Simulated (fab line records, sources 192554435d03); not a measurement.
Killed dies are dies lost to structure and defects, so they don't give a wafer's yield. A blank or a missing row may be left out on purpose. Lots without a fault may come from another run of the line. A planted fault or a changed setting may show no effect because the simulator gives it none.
One fault seen from 2 desks | flow n5_finfet | each desk has only its own numbers; what lay behind them comes last

THE TOOL OWNER'S DESK: cmp-03
The tool's own readings at N5_BEOL_M8_CMP_52 (polishes, stops on SiCOH lowk, t overpolish 6.9 s, target thk 80 nm): means of the sampled wafers that have a number, for each lot that ran on this tool. A lot is out of limits, marked OUT, if its mean lies more than 4 standard deviations from the usual mean; the brackets give that distance.
Columns: A = barrier_field_endpoint_s at N5_BEOL_M8_CMP_52, usual 29.2 s; B = clearing_platen_rpm at N5_BEOL_M8_CMP_52, usual 49.994 rpm; C = edge_zone_pressure_frac at N5_BEOL_M8_CMP_52, usual 1.000; D = motor_current_A at N5_BEOL_M8_CMP_52, usual 6.1 A; E = overpolish_run_s at N5_BEOL_M8_CMP_52, usual 6.901 s; F = time_to_endpoint_s at N5_BEOL_M8_CMP_52, usual 63.3 s
lot  | first seen here | A    | B      | C     | D   | E     | F
L345 | day 10 02:42    | 29.3 | 49.997 | 0.999 | 5.5 | 6.905 | 62.5
L350 | day 11 15:17    | 29.7 | 49.988 | 0.999 | 5.5 | 6.897 | 64.5
L349 | day 11 16:14    | 29.2 | 50.014 | 0.998 | 5.4 | 6.906 | 62.8
L363 | day 15 09:23    | 29.4 | 50.015 | 1.001 | 5.2 | 6.898 | 64.0
L365 | day 15 10:40    | 29.5 | 49.985 | 0.999 | 5.2 | 6.894 | 63.4
This desk's finding: nothing out of limits on any of the 5 lots.

THE DEFECT DESK
What the inspections along the route counted, lot by lot: means of the sampled wafers that have a number. A lot is out of limits, marked OUT, if its mean lies more than 4 standard deviations from the usual mean; the brackets give that distance.
Columns: A = raw_defect_count at N5_BEOL_M8_INSPECT_58, usual 74; B = raw_defect_count at N5_BEOL_M9_INSPECT_13, usual 419; C = raw_defect_count at N5_BEOL_M9_INSPECT_30, usual 422
lot  | first seen here | A              | B              | C
L345 | day 10 03:05    | 53             | 468            | 467
L350 | day 11 15:44    | 1156 (+43) OUT | 1465 (+13) OUT | 1449 (+11) OUT
L349 | day 11 16:35    | 1186 (+44) OUT | 1456 (+13) OUT | 1443 (+11) OUT
L358 | day 14 02:47    | 93             | 457            | 481
L359 | day 14 05:49    | 97             | 450            | 474
L361 | day 14 19:37    | 63             | 439            | 440
L363 | day 15 09:50    | 92             | 474            | 470
L365 | day 15 11:07    | 95             | 459            | 495
L364 | day 15 15:32    | 49             | 407            | 382
This desk's finding: out of limits on L349, L350; first on L350, day 11 15:44 (raw_defect_count at N5_BEOL_M8_INSPECT_58). In limits: L345, L358, L359, L361, L363, L365, L364.

PUT TOGETHER
The defect desk could have raised an alarm at day 11 15:44, on L349, L350.
The tool owner's desk saw nothing out of limits.
The tool owner's desk has L349, L350 on record, within its limits.
Of the lots named, all ran N5_BEOL_M8_CMP_52 on cmp-03.

WHAT THE SIMULATOR HAD PUT IN
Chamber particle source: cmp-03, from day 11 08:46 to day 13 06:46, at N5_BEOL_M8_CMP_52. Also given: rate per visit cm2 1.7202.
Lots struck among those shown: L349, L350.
Hours from the fault's start to each desk's first reading out of limits: the defect desk, 7.
